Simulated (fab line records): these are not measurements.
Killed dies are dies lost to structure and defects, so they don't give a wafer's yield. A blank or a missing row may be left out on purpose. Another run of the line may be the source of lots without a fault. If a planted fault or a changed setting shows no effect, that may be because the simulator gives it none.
Comparing a struck lot with a sound one    flow nandHarc    14 out of 1159 route steps
Sound: wafers L238.1, L238.3, L238.6. Struck: wafers L241.3, L241.5 (left out: L241.2, a lot-mate that was not struck); the cause follows at the end.
Per side, at each step with rows, come the tool, then ch with its chambers, and then its first start. Under that, the readings that differ: sound wafers    struck wafers    difference of the means    sigmas: that difference in standard deviations of wafers without a fault.
alike: readings whose means differ by less than 2 such deviations, and words and numbers that are the same on both sides. not compared: withheld readings, readings that some wafer has no value for, bounds like >300 that may hide the same value, and numbers for which the record gives no deviation and whose values overlap.
The two part at a step that has a row with sigmas, a row that says differs or no value, or rows on one side only. Non-overlapping numbers with no deviation appear without sigmas and do not part them. A reading missing from all wafers of one side parts the sides only when that side holds two or more wafers.

NHARC_A_SLIT_ETCH_26: etches the open film in C4F8/O2/Ar, time 90 s, target depth 400 nm.
  sound on harEtch-01 ch 1, day 14 13:10; struck on harEtch-02 ch 0,1, day 14 21:20
reading                   sound        struck   difference  sigmas
drypumpMotorCurrentA (A)  6.4 6.5 6.5  5.9 5.7  -0.7        -2
  alike: chamberPressureMTorr, showerheadPlenumPTorr, throttleValvePct
  not compared: rfHoursCounterH
then, 1 step without rows for these wafers: NHARC_A_SLIT_STRIP_28 (strips in O2/COS).
NHARC_A_SLIT_ETCH_29: etches the open film in CF4/O2, target depth 100 nm, overetch 10 nm, time 55 s.
  sound on rieDiel-05 ch 0,1, day 14 13:47; struck on rieDiel-01 ch 3, day 14 21:57
  alike: biasW, chamberPressureMTorr, drypumpMotorCurrentA, oesProductAu, rfVppV, showerheadPlenumPTorr, throttleValvePct
  not compared: rfHoursCounterH
NHARC_A_SLIT_STRIP_18: strips in O2.
  sound on rieDiel-05 ch 1,2; struck on rieDiel-01 ch 1,2
  alike: chamberPressureMTorr, drypumpMotorCurrentA, oesProductAu, rfVppV, showerheadPlenumPTorr, throttleValvePct
  not compared: rfHoursCounterH
then, 2 steps without rows for these wafers: NHARC_A_SLIT_PRECLEAN_19 (cleans in SC1); NHARC_A_SLIT_SRD_20.
NHARC_A_SLIT_CD_MEAS_21:
  sound on cdSem-01 at day 14 14:19; struck on cdSem-02 at day 14 22:30
  alike: cdNm
then, 3 steps without rows for these wafers: NHARC_A_SIN_REMOVE_WET_00 (chemistry H3PO4, time 15300 s); NHARC_A_SIN_REMOVE_PRECLEAN_01 (cleans in SC1); NHARC_A_SIN_REMOVE_SRD_02.
NHARC_A_SIN_REMOVE_INSPECT_04:
  sound on defectInspect-02 at day 14 20:23; struck on defectInspect-02 at day 15 06:11
  alike: rawDefectCount
NHARC_A_WL_FILL_ALD_00: deposits Al2O3, target thk 3 nm, pulse time 3 s, ald cycles 30.
  sound on aldHk-03 ch 1,3, day 14 20:50; struck on aldHk-03 ch 2, day 15 06:15
reading    sound     struck  difference  sigmas
aldCycles  30 30 30  41 41   +11         
  alike: heaterPowerW, precursorPulseHeightRel, susceptorTempC
NHARC_A_WL_FILL_RTA_01: time 5 s.
  sound on rtpAnneal-02 ch 0, day 14 21:06; struck on rtpAnneal-02 ch 0, day 15 06:33
  alike: annealTempCMax, lampPowerPct, lamp_zone_1_pct, lamp_zone_5_pct, wafer_temp_C_max
-- record jumps: 5 days between struck wafers' starts before vs after; left off in module A_WL_FILL, resumes in module END, first step shown is number 1159 of the route --
NHARC_END_SORT_01:
  sound on prober-01 ch 0, day 19 20:34; struck on prober-01 ch 0, day 20 08:00
  alike: killedAtArray, killedAtOther, killedAtPeriphery, killedDies, killedOpen, killedShort

WHERE THEY PART
Only at NHARC_A_SLIT_ETCH_26, as far as this record shows. Later steps at which nothing parts them and some readings are alike: NHARC_A_SLIT_ETCH_29, NHARC_A_SLIT_STRIP_18, NHARC_A_SLIT_CD_MEAS_21, NHARC_A_SIN_REMOVE_INSPECT_04, NHARC_A_WL_FILL_ALD_00, NHARC_A_WL_FILL_RTA_01, NHARC_END_SORT_01.

WHY: what the simulator had put in
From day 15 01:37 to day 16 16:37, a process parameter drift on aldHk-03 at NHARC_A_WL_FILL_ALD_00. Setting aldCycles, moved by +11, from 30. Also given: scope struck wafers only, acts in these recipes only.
